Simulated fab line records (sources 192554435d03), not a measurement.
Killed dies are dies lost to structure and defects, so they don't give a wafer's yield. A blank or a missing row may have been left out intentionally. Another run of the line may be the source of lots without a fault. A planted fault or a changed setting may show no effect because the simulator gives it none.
A lot that was struck, set against a sound lot / flow n5-finfet / 15 steps out of a route of 1938
Sound: these wafers, L455.2, L455.4, L455.6. Wafers L467.3, L467.4, L467.5 were the ones struck. The cause comes at the end.
Per side, at each step with rows, come the tool, then ch with its chambers, and then its first start. Under that, the readings that differ: sound wafers / struck wafers / difference of the means / sigmas: that difference in standard deviations of wafers without a fault.
alike: readings whose means differ by less than 2 such deviations, and words and numbers that are the same on both sides. not compared: withheld readings, readings that some wafer has no value for, bounds like >300 that may hide the same value, and numbers for which the record gives no deviation and whose values overlap.
Wherever a step has rows on one side only, a row that says differs or no value, or a row with sigmas, the two part there. When numbers do not overlap yet have no deviation, they are printed without sigmas and do not part them. A reading missing from all wafers of one side parts the sides only when that side holds two or more wafers.

N5_BEOL_M15_ANNEAL_48: time 90 s.
  sound on rtp-anneal-01 ch 0, day 12 18:52; struck on rtp-anneal-02 ch 0, day 16 04:53
  alike: wafer_temp_C_max
then, 1 step without rows for these wafers: N5_BEOL_M15_CMP_49 (polishes, stops on SiO2, t overpolish 4.9 s, target thk 850 nm).
N5_BEOL_M15_THK_MEAS_50: measures by xrf.
  sound on film-metro-01 at day 12 19:25; struck on film-metro-01 at day 16 05:23
  alike: M15_THK
then, 2 steps without rows for these wafers: N5_BEOL_M15_PRE_CLEAN_52 (time 15 s); N5_BEOL_M15_DEP_53 (deposits SiCN from 3MS/NH3, target thk 50 nm, time 17.8 s).
N5_BEOL_M15_RS_MEAS_54: measures by four-point-probe.
  sound on film-metro-01 at day 12 19:33; struck on film-metro-02 at day 16 05:31
  alike: M15_RS
N5_BEOL_M15_INSPECT_55: inspects for defects (darkfield).
  sound on defect-inspect-01 at day 12 19:34; struck on defect-inspect-02 at day 16 05:32
  alike: raw-defect-count
N5_BEOL_M15_RC_MEAS_101:
  sound on prober-02 ch 0, day 12 19:45; struck on prober-02 ch 0, day 16 05:53
reading=SERP_M10_max_site (ohm/um); sound=3.09 3.07 3.07; struck=3.40 3.27 3.29; difference=+0.24; sigmas=+3
reading=SERP_M5 (ohm/um); sound=37.4 38.8 37.4; struck=43.2 41.2 43.0; difference=+4.6; sigmas=+2
  alike: COMB_M10, COMB_M11, COMB_M12, COMB_M13, COMB_M14, COMB_M15, COMB_M15_max_site, COMB_M5, COMB_M6, COMB_M7, COMB_M8, COMB_M9, SERP_M10, SERP_M11, SERP_M12, SERP_M13, SERP_M13_max_site, SERP_M14, SERP_M6, SERP_M6_max_site, SERP_M7, SERP_M8, SERP_M9, SERP_M9_max_site
N5_PASSIVATION_PECVD_00: deposits SiO2 from SiH4/N2O, target thk 200 nm, time 11.2 s.
  sound on pecvd-03 ch 0,1,2, day 12 20:34; struck on pecvd-04 ch 0,1, day 16 06:32
  alike: heater-power-w, showerhead-plenum-p-Torr, showerhead-vpp-V, throttle-valve-pct
N5_MIM_BOT_DEGAS_01: time 60 s.
  sound on pvd-sputter-01 at day 12 21:03; struck on pvd-sputter-01 at day 16 08:49
  alike: heater-power-w
N5_MIM_BOT_SPUTTER_00: material TiN, target thk 35 nm, time 89.7 s.
  sound on pvd-sputter-01 at day 12 21:05; struck on pvd-sputter-01 at day 16 08:51
  alike: throttle-valve-pct
N5_MIM_TOP_ALD_00: deposits Al2O3, purge time 3 s, co reactant pulse time 3 s.
  sound on ald-hk-01 ch 1,2, day 12 21:11; struck on ald-hk-01 ch 0,1, day 16 08:57
  alike: precursor-pulse-height-rel
N5_MIM_TOP_ALD_01: deposits HfO2, target thk 5.6 nm, pulse time 1 s, purge time 3 s.
  sound on ald-hk-01 ch 1,2, day 12 21:00; struck on ald-hk-01 ch 0,1, day 16 09:00
reading=ald-cycles; sound=62 62 62; struck=30 30 30; difference=-32; sigmas=
reading=model.HfO2_of_MIM_TOP_ALD_01.thk-nm (nm); sound=5.6 5.6 5.6; struck=2.8 2.8 2.8; difference=-2.8; sigmas=
  alike: precursor-pulse-height-rel
then, 1 step without rows for these wafers: N5_MIM_TOP_ALD_02 (deposits Al2O3, purge time 3 s, co reactant pulse time 3 s).
N5_PASSIVATION_PROBE_49:
  sound on prober-01 at day 13 10:46; struck on prober-01 at day 16 22:15
reading=killed-at-other; sound=2 0 1; struck=5 3 17; difference=+7; sigmas=+2
  alike: defect-limited-yield, killed_at_M0_to_M3, killed_at_M4_up, killed-at-contacts, killed-at-front-end, killed-dies, killed-on-rim, killed-open, killed-short, sort_bin_5_function, sort_bin_6_memory, sort_bin_8_speed, sort-n-pass, sort-yield-pct

WHERE THEY PART
At N5_BEOL_M15_RC_MEAS_101 first; at N5_PASSIVATION_PROBE_49 last (within this record only).

WHY: the cause the simulator had injected
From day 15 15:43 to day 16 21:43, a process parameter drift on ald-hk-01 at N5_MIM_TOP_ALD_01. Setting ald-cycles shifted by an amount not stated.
